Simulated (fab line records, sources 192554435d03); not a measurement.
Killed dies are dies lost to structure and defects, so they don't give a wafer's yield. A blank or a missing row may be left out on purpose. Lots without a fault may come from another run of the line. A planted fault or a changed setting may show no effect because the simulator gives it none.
One fault seen from 2 desks | flow n5_finfet | each desk has only its own numbers; what lay behind them comes last

THE METROLOGY DESK
What the gauges read, lot by lot, whatever tool the lot ran on: means of the sampled wafers that have a number. A lot is out of limits, marked OUT, if its mean lies more than 4 standard deviations from the usual mean; the brackets give that distance. Of its 11 readings 7 are shown: those that lie furthest out on some lot.
Columns: A = M2_RS at N5_BEOL_M2_RS_MEAS_58, usual 0.671 ohm/sq; B = DIBL_N at N5_BEOL_M4_RC_MEAS_101, usual 36.2 mV/V; C = DIBL_P at N5_BEOL_M4_RC_MEAS_101, usual 36.2 mV/V; D = ION_N at N5_BEOL_M4_RC_MEAS_101, usual 674 uA/um; E = SS_N at N5_BEOL_M4_RC_MEAS_101, usual 71.5 mV/dec; F = SS_P at N5_BEOL_M4_RC_MEAS_101, usual 73.3 mV/dec; G = VT_P at N5_BEOL_M4_RC_MEAS_101, usual -249.3 mV
lot  | first seen here | A     | B    | C    | D   | E    | F    | G
L253 | day 7 04:14     | 0.651 | 35.1 | 35.5 | 688 | 71.4 | 73.2 | -247.0
L255 | day 7 11:11     | 0.665 | 35.3 | 35.3 | 669 | 71.8 | 73.4 | -248.9
L258 | day 8 04:22     | 0.681 | 36.4 | 36.9 | 673 | 71.6 | 73.6 | -253.2
L259 | day 8 12:27     | 0.703 | 37.1 | 38.6 | 684 | 71.9 | 74.0 | -250.3
L262 | day 9 03:40     | 0.725 | 33.9 | 34.8 | 662 | 71.0 | 72.3 | -252.4
L263 | day 9 14:31     | 0.692 | 36.3 | 35.4 | 662 | 72.2 | 73.1 | -246.8
L271 | day 11 14:05    | 0.659 | 34.2 | 33.4 | 656 | 71.2 | 73.2 | -250.6
L272 | day 11 16:31    | 0.662 | 35.7 | 35.1 | 667 | 70.3 | 72.6 | -250.9
L274 | day 12 08:58    | 0.669 | 38.1 | 36.8 | 669 | 71.8 | 74.0 | -248.3
L275 | day 12 10:58    | 0.682 | 35.4 | 35.7 | 677 | 71.3 | 73.9 | -249.5
L276 | day 13 02:22    | 0.666 | 36.6 | 37.7 | 672 | 71.4 | 73.4 | -248.9
This desk's finding: nothing out of limits on any of the 11 lots.

THE TOOL OWNER'S DESK: litho_track-02
The tool's own readings at N5_BEOL_M3_COAT_05 (resist thk 30 nm): means of the sampled wafers that have a number, for each lot that ran on this tool. A lot is out of limits, marked OUT, if its mean lies more than 4 standard deviations from the usual mean; the brackets give that distance.
Columns: A = exhaust_pa at N5_BEOL_M3_COAT_05, usual 45.3 Pa; B = spin_speed_rpm at N5_BEOL_M3_COAT_05, usual 1499.9 rpm
lot  | first seen here | A    | B
L255 | day 7 11:52     | 45.1 | 1500.3
L258 | day 8 05:16     | 44.9 | 1500.5
L259 | day 8 13:54     | 44.3 | 1500.0
L262 | day 9 04:25     | 45.9 | 1501.1
L271 | day 11 17:16    | 44.9 | 1436.2 (-76) OUT
L272 | day 11 17:40    | 45.2 | 1437.3 (-75) OUT
This desk's finding: out of limits on L271, L272; first on L271, day 11 17:16 (spin_speed_rpm at N5_BEOL_M3_COAT_05). In limits: L255, L258, L259, L262.

PUT TOGETHER
The tool owner's desk could have raised an alarm at day 11 17:16, on L271, L272.
The metrology desk saw nothing out of limits.
The metrology desk has L271, L272 on record, within its limits.
Of the lots named, all ran N5_BEOL_M3_COAT_05 on litho_track-02.

WHAT THE SIMULATOR HAD PUT IN
Process parameter drift: litho_track-02, from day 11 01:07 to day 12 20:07, at N5_BEOL_M3_COAT_05. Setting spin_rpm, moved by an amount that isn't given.
Lots struck among those shown: L271, L272.
Hours from the fault's start to each desk's first reading out of limits: the tool owner's desk, 16.
